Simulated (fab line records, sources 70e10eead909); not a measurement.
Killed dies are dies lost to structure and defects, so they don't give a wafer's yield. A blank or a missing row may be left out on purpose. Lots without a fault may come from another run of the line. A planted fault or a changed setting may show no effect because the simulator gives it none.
Problem report in the 8D (eight disciplines) form, filled by code | flow nand_harc | the parts of the form that need people (team, actions taken, sign-off) are left out

1. THE PROBLEM
exposure_dose_mJ_cm2 at NHARC_A_STAIRCASE_EXPOSE_181 reads a mean of 28.205 on 6 wafers of 2 lots; wafers without a fault read 27.865 with a standard deviation of 0.025. That is +14 standard deviations from the usual mean.
The step: exposes mask STAIR 2.
First seen on wafer L234.1, day 21 22:03, on krf_scanner-04. The record holds 36 wafers of 12 lots with a number at this step. Rule for "out", or "out of limits": more than 4 standard deviations from the usual mean. The other wafers with a number count as sound.

2. WHAT IT IS AND WHAT IT IS NOT
question                    | is                     | is not
which readings at this step | exposure_dose_mJ_cm2   | stage_vel_mm_s
which lots                  | L234, L237             | L220, L221, L225, L226, L227, L230, L240, L241, L242, L243
which wafers of those lots  | all that have a number | -
read on which tools         | krf_scanner-04         | krf_scanner-02, krf_scanner-03
when                        | from day 21 22:03      | up to then (18 sound wafers); but 12 sound wafers of L240, L241, L242, L243 came after

3. SUSPECTS, AND WHAT RULES EACH OUT
Counting: a tool at a process step up to the reading stays a suspect if it ran every lot that is out and no sound lot after the first of them.
- plasma_asher-02 at NHARC_A_STAIRCASE_STRIP_171 (strips in O2): ruled out as a lasting fault. Sound lots L242 ran on it after its first lot that is out, L234 (day 21 17:07).
- krf_scanner-04 at NHARC_A_STAIRCASE_EXPOSE_181 (exposes mask STAIR 2): kept. It ran every lot that is out, first L234 (day 21 22:03), and no sound lot after that; its last sound lot up to then is L230 (day 20 10:28). Its own readings are out on those wafers: exposure_dose_mJ_cm2.
Left after counting: krf_scanner-04 at NHARC_A_STAIRCASE_EXPOSE_181.

4. THE CAUSE (what the simulator had put in)
Process parameter drift: krf_scanner-04, from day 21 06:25 on, at NHARC_A_STAIRCASE_EXPOSE_181. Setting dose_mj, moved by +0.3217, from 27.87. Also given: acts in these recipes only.
Counting left only this tool.

5. THE CHAIN OF EFFECTS, in route order
Each row: a reading whose mean over the struck wafers that have a number lies more than 3 standard deviations from the usual. Only readings for which the record gives a usual standard deviation are gone through. hours: the time from each lot's start at the first step in this table that gives one to its start at this step, as a median over the lots. sigmas: the change in usual standard deviations.
hours | step                         | reading              | usual  | on struck wafers | change | sigmas
0     | NHARC_A_STAIRCASE_EXPOSE_181 | exposure_dose_mJ_cm2 | 27.865 | 28.205           | +0.340 | +14
The process steps in it:
- NHARC_A_STAIRCASE_EXPOSE_181: exposes mask STAIR 2.

6. WHAT WOULD HAVE CAUGHT IT SOONER
In this record the first reading out of limits was taken at day 21 22:03, 16 hours after the fault began at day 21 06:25.
